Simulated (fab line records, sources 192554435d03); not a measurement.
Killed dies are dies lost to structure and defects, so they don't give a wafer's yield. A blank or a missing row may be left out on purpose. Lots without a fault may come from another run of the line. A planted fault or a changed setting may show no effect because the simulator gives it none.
fab line records | flow n5_finfet
record lots=10 wafers=30 last_day=19
route steps=1938 shown BEOL_M3@1004 BEOL_M4@1111
lots that met no fault: from a run of the same line without faults
start_h: hours from the record's first day to the start of the lot's first wafer shown | wait_h: hours since the lot's step before | " the same as in the row above | L1.1+2: a row that stands for several wafers | - no value, or no start given | * or withheld: withheld | < > ~ a bound
route shown NAME@n: a module of which the file shows steps, and the number in the route of the first | usual: mean/standard deviation of fault-free wafers | same: alike in all rows | chamber/n: place in a boat | sites: the reading at each site | _std_site: their standard deviation | _edge_site: outer sites' mean less inner sites' | radius_mm: how far each site lies from the wafer's centre | mask NAME#n: copy n | behind: the tool/chamber that last shaped the wafer | hold: why the lot was held/for how many hours/how that ended | device: the transistor (n, p or np) that didn't switch | end of line: the same wafers' tests at the end of the route | a step without rows: its recipe alone | killed: dies lost to structure and defects at the first sort, not the wafer's yield | map: a wafer's dies, x killed, . not, _ none there
set.NAME: the setting as run; set.NAME@STEP: as run at that earlier step | model.NAME: the simulator's own value behind a step, which no gauge read
steps of the route over a sample of lots; a table a step, a row a wafer
services: from which hour (start_h, from the record's first day; less than 0 if before it) a tool's chamber was out of use, for how many hours, and why
## steps
# step N5_BEOL_M3_SPUTTER_90
# recipe material=Cu target_thk_a=45 temp_c=-20 chamber_pressure_pa=0.07 power_w=withheld time_s=8.29
# usual throttle_valve_pct=29.3/1.1
# same time_s=8.29
# columns lot.wafer tool chamber start_h wait_h throttle_valve_pct
L639.2 pvd_sputter-03 - 171.85 0.1 29.6
L639.3 " - " " 30.0
L639.5 " - " " 29.4
L641.2 pvd_sputter-03 - 174.77 0.1 29.6
L641.3 " - " " 28.9
L641.5 " - " " 30.1
L642.3 pvd_sputter-01 - 175.40 0.1 29.9
L642.4 " - " " 28.5
L642.6 " - " " 28.3
L643.1 pvd_sputter-01 - 187.55 0.1 30.2
L643.3 " - " " 29.1
L643.4 " - " " 28.3
L644.3 pvd_sputter-01 - 223.77 0.1 28.5
L644.4 " - " " 28.8
L644.5 " - " " 30.0
L655.2 pvd_sputter-02 - 253.39 0.1 28.3
L655.4 " - " " 30.3
L655.5 " - " " 26.7
L652.1 pvd_sputter-01 - 257.96 0.1 30.0
L652.3 " - " " 28.3
L652.5 " - " " 28.7
L653.2 pvd_sputter-03 - 260.69 0.1 29.5
L653.4 " - " " 30.2
L653.5 " - " " 29.9
L659.3 pvd_sputter-01 - 315.20 0.1 28.5
L659.4 " - " " 30.6
L659.5 " - " " 30.3
L661.2 pvd_sputter-02 - 316.77 0.1 28.3
L661.4 " - " " 30.2
L661.6 " - " " 30.4
# step N5_BEOL_M3_SPUTTER_92
# recipe material=Cu target_thk_a=45 temp_c=-20 chamber_pressure_pa=0.07 power_w=withheld time_s=8.29
# usual throttle_valve_pct=29.3/1.1
# same time_s=8.29
# columns lot.wafer tool chamber start_h wait_h throttle_valve_pct
L639.2 pvd_sputter-03 - 172.07 0.1 29.4
L639.3 " - " " 29.9
L639.5 " - " " 29.4
L641.2 pvd_sputter-03 - 174.99 0.1 29.1
L641.3 " - " " 29.1
L641.5 " - " " 29.9
L642.3 pvd_sputter-01 - 175.62 0.1 30.0
L642.4 " - " " 28.5
L642.6 " - " " 28.8
L643.1 pvd_sputter-01 - 187.77 0.1 30.3
L643.3 " - " " 28.9
L643.4 " - " " 28.5
L644.3 pvd_sputter-01 - 223.99 0.1 28.3
L644.4 " - " " 29.2
L644.5 " - " " 30.4
L655.2 pvd_sputter-02 - 253.61 0.1 28.5
L655.4 " - " " 30.3
L655.5 " - " " 26.8
L652.1 pvd_sputter-01 - 258.18 0.1 30.5
L652.3 " - " " 28.5
L652.5 " - " " 28.7
L653.2 pvd_sputter-03 - 260.91 0.1 29.6
L653.4 " - " " 30.1
L653.5 " - " " 30.2
L659.3 pvd_sputter-01 - 315.42 0.1 28.5
L659.4 " - " " 30.2
L659.5 " - " " 30.3
L661.2 pvd_sputter-02 - 316.99 0.1 28.2
L661.4 " - " " 30.3
L661.6 " - " " 30.7
# step N5_BEOL_M3_ECD_50
# recipe material=Cu target_thk_a=3000
# columns lot.wafer tool chamber start_h wait_h
L639.2+3+5 ecd_cu-02 1,1,0 172.62 0.1
L641.2+3+5 ecd_cu-02 1 175.54 0.1
L642.3+4+6 ecd_cu-02 0,1,0 176.19 0.1
L643.1+3+4 ecd_cu-01 1,0,1 188.33 0.1
L644.3+4+5 ecd_cu-01 1,0,0 224.56 0.1
L655.2+4+5 ecd_cu-01 0,0,1 254.16 0.1
L652.1+3+5 ecd_cu-02 1,1,0 258.74 0.1
L653.2+4+5 ecd_cu-02 0 261.47 0.1
L659.3+4+5 ecd_cu-01 0,1,0 315.99 0.1
L661.2+4+6 ecd_cu-01 1 317.55 0.1
# step N5_BEOL_M3_CMP_52
# recipe stop_on=SiOC t_overpolish_s=6.8 down_force_psi=1 platen_rpm=50 clearing_platen_down_force_psi=1.5 clearing_platen_rpm=50 post_cmp_clean=cu_alkaline target_thk_nm=40 clearing_platen_pad_velocity_m_s=0.99484 pad_velocity_m_s=0.99484
# usual edge_zone_pressure_frac=1.000/0.0048 motor_current_A=5.7/0.72 slurry_filter_dp_kPa=13.51/0.14 time_to_endpoint_s=63/3.5
# columns lot.wafer tool chamber start_h wait_h edge_zone_pressure_frac motor_current_A slurry_filter_dp_kPa time_to_endpoint_s
L639.2 cmp-02 3 173.02 0.2 0.994 6.5 13.44 56
L639.3 " 0 " " 0.993 5.9 13.53 62
L639.5 " 0 " " 0.998 5.9 13.62 63
L641.3 cmp-04 2 175.92 0.2 0.995 7.0 13.46 62
L641.2 " 1 " " 0.997 5.5 13.38 62
L641.5 " 2 " " 0.998 7.1 13.59 67
L642.3 cmp-03 0 176.59 0.2 0.998 5.9 13.36 65
L642.4 " 2 " " 1.000 5.9 13.34 58
L642.6 " 0 " " 1.004 5.6 13.72 68
L643.1 cmp-02 2 188.72 0.3 0.996 4.5 13.46 57
L643.3 " 0 " " 0.997 5.5 13.50 61
L643.4 " 1 " " 1.014 5.4 13.32 56
L644.4 cmp-02 1 224.92 0.1 0.996 5.1 13.42 60
L644.3 " 2 " " 1.011 4.5 13.49 64
L644.5 " 1 " " 0.999 5.2 13.53 59
L655.2 cmp-03 0 254.58 0.2 1.003 5.5 13.81 68
L655.4 " 2 " " 0.996 6.0 13.28 59
L655.5 " 0 " " 1.002 5.6 13.65 69
L652.3 cmp-03 3 259.11 0.2 0.997 5.4 13.33 65
L652.1 " 2 " " 1.001 6.0 13.48 42
L652.5 " 0 " " 0.993 5.9 13.24 69
L653.2 cmp-02 2 261.98 0.3 0.992 4.4 13.72 68
L653.4 " 3 " " 1.004 6.6 13.50 49
L653.5 " 1 " " 1.001 5.4 13.40 60
L659.4 cmp-04 2 316.74 0.2 1.000 7.0 13.68 61
L659.3 " 0 " " 1.005 5.2 13.36 62
L659.5 " 1 " " 1.008 5.6 13.16 61
L661.2 cmp-02 0 317.97 0.2 0.994 5.9 13.81 66
L661.4 " 1 " " 1.004 5.3 13.40 62
L661.6 " 0 " " 0.998 5.9 13.56 64
# step N5_BEOL_M3_CO_CAP_55
# recipe material=Co target_thk_a=20 temp_c=200 precursor=CCTBA/H2 pressure_torr=30 time_s=102.1
# usual heater_power_w=243/28
# same time_s=102.1
# columns lot.wafer tool chamber start_h wait_h heater_power_w
L639.2 cvd_co-02 0 173.39 0.0 256
L639.3 " 1 " " 282
L639.5 " 1 " " 287
L641.2 cvd_co-02 2 176.29 0.0 227
L641.3 " 0 " " 259
L641.5 " 2 " " 228
L642.3 cvd_co-01 0 176.92 0.0 236
L642.4 " 2 " " 192
L642.6 " 1 " " 263
L643.1 cvd_co-01 0 189.09 0.0 242
L643.3 " 1 " " 255
L643.4 " 0 " " 237
L644.3 cvd_co-01 0 225.29 0.0 243
L644.4 " 0 " " 243
L644.5 " 1 " " 253
L655.2 cvd_co-01 2 254.91 0.0 194
L655.4 " 2 " " 191
L655.5 " 1 " " 258
L652.1 cvd_co-01 1 259.53 0.0 256
L652.3 " 0 " " 244
L652.5 " 0 " " 233
L653.2 cvd_co-01 0 262.27 0.0 236
L653.4 " 2 " " 197
L653.5 " 1 " " 266
L659.3 cvd_co-01 0 317.08 0.0 237
L659.4 " 2 " " 194
L659.5 " 1 " " 254
L661.2 cvd_co-01 2 318.30 0.0 191
L661.4 " 0 " " 245
L661.6 " 2 " " 196
# step N5_BEOL_M4_RC_MEAS_101
# usual DIBL_N=36.8/1.9 DIBL_P=36.5/2.1 IOFF_N=0.17/0.038 IOFF_P=0.22/0.039 ION_N=675/12 ION_P=463/7.4 SS_N=71.6/0.71 SS_P=73.4/0.72 VT_N=249/3.3 VT_P=-250/3.3
# columns lot.wafer tool chamber start_h wait_h DIBL_N[mV/V] DIBL_P[mV/V] IOFF_N[nA/um] IOFF_P[nA/um] ION_N[uA/um] ION_P[uA/um] SS_N[mV/dec] SS_P[mV/dec] VT_N[mV] VT_P[mV]
L639.2 prober-01 0 187.86 0.2 35.5 34.9 0.16 0.21 679 461 71.2 73.1 246 -249
L639.3 " 0 " " 37.5 37.1 0.19 0.25 686 467 71.8 72.9 245 -244
L639.5 " 0 " " 36.2 35.7 0.16 0.21 690 466 71.1 73.1 247 -245
L641.2 prober-01 0 195.36 0.2 34.4 35.3 0.14 0.19 671 453 70.9 73.0 250 -252
L641.3 " 0 " " 33.6 34.6 0.13 0.18 657 455 71.0 72.9 252 -251
L641.5 " 0 " " 34.9 35.1 0.15 0.19 670 455 70.8 73.9 253 -251
L642.3 prober-01 0 197.22 0.3 34.9 33.1 0.12 0.15 653 449 71.0 72.1 254 -257
L642.4 " 0 " " 35.7 34.4 0.13 0.16 665 455 71.1 72.6 255 -255
L642.6 " 0 " " 32.1 30.7 0.10 0.13 645 447 70.5 72.0 255 -255
L643.1 prober-02 0 203.56 0.0 40.9 40.5 0.23 0.29 690 470 72.9 75.1 247 -247
L643.3 " 0 " " 39.9 40.0 0.24 0.31 705 486 72.0 74.4 241 -244
L643.4 " 0 " " 36.8 35.5 0.16 0.21 678 468 70.9 73.7 249 -250
L644.3 prober-02 0 237.44 0.3 33.6 33.0 0.12 0.16 654 458 70.5 72.4 253 -254
L644.4 " 0 " " 36.5 35.9 0.16 0.20 667 456 71.6 73.9 250 -252
L644.5 " 0 " " 37.0 37.0 0.17 0.21 657 452 71.3 74.4 249 -250
L652.1 prober-01 0 287.35 0.0 39.0 37.3 0.23 0.27 668 461 73.2 73.8 247 -244
L652.3 " 0 " " 34.7 34.8 0.14 0.23 682 480 70.9 73.4 251 -248
L652.5 " 0 " " 41.0 40.3 0.31 0.33 682 470 72.9 75.1 242 -243
L653.2 prober-01 0 291.80 0.2 36.7 37.7 0.18 0.24 675 467 72.2 73.5 247 -246
L653.4 " 0 " " 36.0 37.0 0.17 0.23 665 461 72.5 73.2 248 -248
L653.5 " 0 " " 33.4 34.2 0.13 0.19 660 458 71.2 72.3 250 -249
L655.2 prober-02 0 292.74 0.2 36.2 35.5 0.13 0.18 676 461 71.8 73.3 253 -256
L655.4 " 0 " " 38.4 37.3 0.16 0.20 667 454 72.5 73.9 252 -251
L655.5 " 0 " " 34.2 32.5 0.11 0.14 673 456 71.4 72.3 254 -257
L661.2 prober-01 0 333.07 0.2 36.3 35.6 0.14 0.21 661 463 71.8 72.3 252 -248
L661.4 " 0 " " 36.0 34.3 0.12 0.19 661 462 70.5 72.2 254 -251
L661.6 " 0 " " 35.1 33.1 0.12 0.18 654 457 70.5 72.3 254 -250
L659.3 prober-01 0 338.31 0.3 36.0 36.2 0.15 0.20 674 460 71.2 72.9 249 -252
L659.4 " 0 " " 39.1 39.6 0.19 0.25 679 459 72.2 74.1 246 -249
L659.5 " 0 " " 37.1 37.7 0.17 0.24 675 464 72.1 73.0 249 -252
## services
# columns tool chamber start_h hours kind
cmp-04 - 160.49 4.0 pm
cvd_co-02 2 184.98 28.7 repair
cmp-04 - 206.74 4.0 pm
cmp-04 - 210.74 - consumable_replace:conditioner
cmp-04 - 210.74 - consumable_replace:pad
cmp-04 - 224.54 0.8 repair
cmp-03 - 235.46 3.2 repair
cvd_co-02 - 235.74 1.7 repair
cmp-02 - 237.45 4.0 pm
cmp-02 - 241.45 - consumable_replace:conditioner
cmp-02 - 241.45 - consumable_replace:pad
cmp-02 - 246.51 0.8 repair
ecd_cu-01 - 254.51 8.4 pm
cmp-04 - 263.49 6.0 pm
cvd_co-01 - 267.94 1.4 repair
cmp-03 - 283.89 7.5 pm
cmp-02 - 289.29 2.2 repair
cmp-03 - 308.07 11.6 pm
## key
first_sign step=N5_BEOL_M3_CMP_52 reading=time_to_endpoint_s direction=down sigmas=5 usual=* struck=*
effect none on later readings
met_at N5_BEOL_M3_ECD_50
struck_lots L652,L653
struck_wafers L652.1,L653.4
not_acting_at N5_BEOL_M3_SPUTTER_90,N5_BEOL_M3_SPUTTER_92,N5_BEOL_M3_CO_CAP_55
onset_between 176.19 258.74
fault kind=process_parameter_drift tool=ecd_cu-02 chamber=- onset_h=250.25 steps=N5_BEOL_M3_ECD_50 channel=target_thk_a offset=* shape=step end_h=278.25 scope=struck_wafers_only acts_in=* stated=*
